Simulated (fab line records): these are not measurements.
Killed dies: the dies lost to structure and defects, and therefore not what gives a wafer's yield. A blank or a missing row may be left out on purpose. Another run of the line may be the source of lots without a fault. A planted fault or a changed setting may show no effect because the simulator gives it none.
Matching of chambers + flow n5-finfet + 3 sister chambers for N5_BEOL_M6_CURE_75 on uv-cure-01
The step cures SiCOH lowk, time 120 s. 6 wafers are shown with their chamber, then 12 later ones without.

== WAFERS PAIRED WITH THEIR CHAMBERS ==
| wafer  | chamber | wafer_temp_C_max | lamp-power-pct (%) |
|--------|---------|------------------|--------------------|
| L084.2 | 1       | 371.3            | 52.42              |
| L084.4 | 1       | 371.6            | 52.35              |
| L086.4 | 0       | 370.7            | 52.37              |
| L086.6 | 0       | 371.0            | 52.35              |
| L089.4 | 2       | 371.4            | 52.35              |
| L089.5 | 2       | 371.6            | 52.31              |

== WAFERS MISSING THEIR CHAMBER ==
| wafer  | wafer_temp_C_max | lamp-power-pct (%) |
|--------|------------------|--------------------|
| L090.1 | 371.9            | 52.35              |
| L090.4 | 371.8            | 52.31              |
| L090.5 | 371.6            | 52.29              |
| L093.1 | 371.1            | 52.35              |
| L093.3 | 370.9            | 52.21              |
| L093.5 | 371.2            | 52.38              |
| L091.1 | 371.6            | 52.32              |
| L091.4 | 371.5            | 52.43              |
| L091.6 | 371.1            | 52.30              |
| L095.1 | 371.1            | 52.47              |
| L095.2 | 371.7            | 52.29              |
| L095.4 | 371.3            | 52.30              |

== EACH ONE'S CHAMBER ==
| wafer  | from the rows above          | in truth |
|--------|------------------------------|----------|
| L090.1 | can't be placed: 2 or 1      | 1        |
| L090.4 | can't be placed: 2 or 1      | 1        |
| L090.5 | can't be placed: 2 or 1      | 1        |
| L093.1 | can't be placed: 0 or 1 or 2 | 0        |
| L093.3 | can't be placed: 0 or 2 or 1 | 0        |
| L093.5 | can't be placed: 1 or 0 or 2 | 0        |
| L091.1 | can't be placed: 2 or 1      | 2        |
| L091.4 | can't be placed: 1 or 2      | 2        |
| L091.6 | can't be placed: 0 or 2 or 1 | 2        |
| L095.1 | can't be placed: 1 or 0 or 2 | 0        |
| L095.2 | can't be placed: 2 or 1      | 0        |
| L095.4 | can't be placed: 2 or 1 or 0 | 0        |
Correctly placed: 0 of 12. From these rows, 12 cannot be placed; in 11 the true chamber is one of the candidates. Number placed wrongly: 0.
How it was worked out, from the rows above alone: a wafer's distance from a chamber is the root of the sum, over the readings, of the square of ((its reading less the chamber's mean) divided by the reading's scatter). The wafer belongs to the nearest chamber; if the next one is less than 2 further off, it can't be placed. Each chamber's mean is taken over the wafers shown for it. How the scatter is found: for the shown wafers, subtract from each reading the mean of its chamber, square and add these, divide the total by (wafers less chambers), then take the root.
